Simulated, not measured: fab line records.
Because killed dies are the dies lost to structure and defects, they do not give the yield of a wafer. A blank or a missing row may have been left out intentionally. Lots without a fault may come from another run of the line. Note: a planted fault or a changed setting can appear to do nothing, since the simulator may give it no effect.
Chamber matching :: flow n5-finfet :: N5_BEOL_M5_ETCH_72 on rie-diel-06: 4 sister chambers
The step etches underlayer in N2/H2, target depth 6.5 nm, time 5.2 s. 4 wafers are shown with their chamber, then 11 later ones without.

== WAFERS, EACH WITH ITS CHAMBER ==
wafer: L083.3
chamber: 0
showerhead-plenum-p-Torr (Torr): 2.48

wafer: L084.1
chamber: 1
showerhead-plenum-p-Torr (Torr): 2.39

wafer: L084.4
chamber: 2
showerhead-plenum-p-Torr (Torr): 2.62

wafer: L090.2
chamber: 3
showerhead-plenum-p-Torr (Torr): 2.42

== WAFERS MISSING THEIR CHAMBER ==
wafer: L090.4
showerhead-plenum-p-Torr (Torr): 2.39

wafer: L090.6
showerhead-plenum-p-Torr (Torr): 2.42

wafer: L088.2
showerhead-plenum-p-Torr (Torr): 2.41

wafer: L088.3
showerhead-plenum-p-Torr (Torr): 2.47

wafer: L088.6
showerhead-plenum-p-Torr (Torr): 2.47

wafer: L092.1
showerhead-plenum-p-Torr (Torr): 2.41

wafer: L092.2
showerhead-plenum-p-Torr (Torr): 2.39

wafer: L092.4
showerhead-plenum-p-Torr (Torr): 2.39

wafer: L097.1
showerhead-plenum-p-Torr (Torr): 2.62

wafer: L097.5
showerhead-plenum-p-Torr (Torr): 2.62

wafer: L097.6
showerhead-plenum-p-Torr (Torr): 2.47

== WHICH CHAMBER EACH ONE RAN IN ==
wafer: L090.4
from the rows above: 1
in truth: 1

wafer: L090.6
from the rows above: 3
in truth: 3

wafer: L088.2
from the rows above: can't be placed: 3 or 1
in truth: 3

wafer: L088.3
from the rows above: 0
in truth: 0

wafer: L088.6
from the rows above: 0
in truth: 0

wafer: L092.1
from the rows above: can't be placed: 3 or 1
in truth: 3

wafer: L092.2
from the rows above: 1
in truth: 1

wafer: L092.4
from the rows above: 1
in truth: 1

wafer: L097.1
from the rows above: 2
in truth: 2

wafer: L097.5
from the rows above: 2
in truth: 2

wafer: L097.6
from the rows above: 0
in truth: 0
Placed correctly: 9 of 11. Unplaceable from these rows: 2, with the true chamber sitting among the candidates in 2. Placed wrongly: 0.
How it was worked out, from the rows above alone: a wafer's distance from a chamber is the root of the sum, over the readings, of the square of ((its reading less the chamber's mean) divided by the reading's scatter). If the next closest chamber is less than 2 further off than the closest, the wafer can't be placed; otherwise it belongs to the closest. Each chamber's mean is taken over the wafers shown for it. The scatter (one wafer shown for each chamber): square how far every hidden wafer sits from the nearest shown wafer, average those squares and take the square root.
